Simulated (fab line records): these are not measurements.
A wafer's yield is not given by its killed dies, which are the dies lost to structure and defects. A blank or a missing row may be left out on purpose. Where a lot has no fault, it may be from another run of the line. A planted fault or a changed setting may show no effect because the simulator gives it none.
Which tool is to blame?	flow n5_finfet	13 lots with 38 wafers sampled at 2 steps, on a route of 1938 steps

== WHAT THE GAUGES SHOWED, per wafer ==
N5_PASSIVATION_OVL_MEAS_60.
lot	measured	on	TV_OVL (nm)
L691	day 12 19:38	overlay-01	6 7
L693	day 12 11:34	overlay-02	16 3 5
L692	day 12 20:51	overlay-02	0 -9 3
L694	day 13 07:45	overlay-01	-8 -10 -3
L696	day 13 16:08	overlay-01	-1 -5 -3
L703	day 15 03:14	overlay-02	-2 2 -2
L706	day 15 14:08	overlay-02	0 -1 -3
L709	day 16 03:05	overlay-01	1 5 4
L708	day 16 07:40	overlay-01	5 1 3
L710	day 16 07:58	overlay-01	-4 -4 -4
L711	day 17 01:47	overlay-01	-1 -4 4
L712	day 17 15:53	overlay-02	-3 2 6
L713	day 17 16:02	overlay-02	-1 1 0

== WHICH TOOL RAN EACH LOT (tool, then ch and the chambers of the sampled wafers, then the start) ==
lot	N5_BEOL_M7_STRIP_36
L691	rie_diel-04 ch 0,2, day 9 13:07
L693	rie_diel-02 ch 0,1,2, day 9 15:00
L692	rie_diel-04 ch 0,1, day 9 19:07
L694	rie_diel-06 ch 0,1,3, day 10 00:46
L696	rie_diel-06 ch 0,1,3, day 10 16:54
L703	rie_diel-02 ch 0,2,3, day 12 10:00
L706	rie_diel-02 ch 1,2,3, day 12 18:40
L709	rie_diel-06 ch 1,2, day 13 13:24
L708	rie_diel-04 ch 1,3, day 13 13:43
L710	rie_diel-06 ch 1,2, day 13 15:16
L711	rie_diel-06 ch 1,2,3, day 14 08:53
L712	rie_diel-04 ch 0,2, day 14 13:06
L713	rie_diel-04 ch 0,1, day 14 17:59
- N5_BEOL_M7_STRIP_36: strips in N2/H2.

== AS READ BY THE TOOLS THEMSELVES (means over the sampled wafers that have a number; for cases with no such wafer, the mark the record gives instead) ==
N5_BEOL_M7_STRIP_36.
lot	tool	drypump_motor_current_A (A)	h2_flow_sccm (sccm)	oes_product_au (a.u.)	rf_vpp_V (V)	showerhead_plenum_p_Torr (Torr)	throttle_valve_pct (%)
L691	rie_diel-04	5.3	199.8	0.89	58.6	2.58	23.4
L693	rie_diel-02	5.8	200.7	0.77	59.6	2.57	23.4
L692	rie_diel-04	5.5	199.8	0.81	58.3	2.56	23.7
L694	rie_diel-06	5.1	200.1	0.77	59.4	2.50	23.6
L696	rie_diel-06	5.1	199.4	0.76	58.1	2.50	23.6
L703	rie_diel-02	5.7	200.2	0.84	60.2	2.64	23.8
L706	rie_diel-02	5.8	200.2	0.84	58.6	2.63	23.5
L709	rie_diel-06	5.4	199.9	0.85	59.6	2.53	23.4
L708	rie_diel-04	5.6	200.1	0.71	58.6	2.57	24.1
L710	rie_diel-06	5.4	199.9	0.85	57.4	2.53	23.4
L711	rie_diel-06	5.1	199.5	0.90	60.2	2.59	23.5
L712	rie_diel-04	5.4	199.9	0.84	58.2	2.57	23.5
L713	rie_diel-04	5.4	200.0	0.77	59.1	2.54	23.7

== THE ANSWER, worked out from the rows above alone ==
Rule: what is usual is taken from the lots themselves. The widest of any qualifying gaps counts: lots, ordered by their means at a reading, are off when they make up no more than a third of the lots, leave a main group of 4 or more, and stand apart from it by 3 or more times the standard deviation of that group's means. A main group whose means are all the same, to the digits that the tables above print for the reading, isn't used. A lot without any number at a reading at which 4 lots or more have one is off too. All remaining lots with rows at the step are treated as sound. After the gauges, taken in route order, come the tools' own readings; for these a lot's mean is taken, as printed above. At the first step where some lot is off, the reading lying furthest off is the one used; lots without a number count as furthest.
Across all readings shown, no lot is off: no conclusion can be drawn from this.

== WHAT WAS PUT IN BY THE SIMULATOR ==
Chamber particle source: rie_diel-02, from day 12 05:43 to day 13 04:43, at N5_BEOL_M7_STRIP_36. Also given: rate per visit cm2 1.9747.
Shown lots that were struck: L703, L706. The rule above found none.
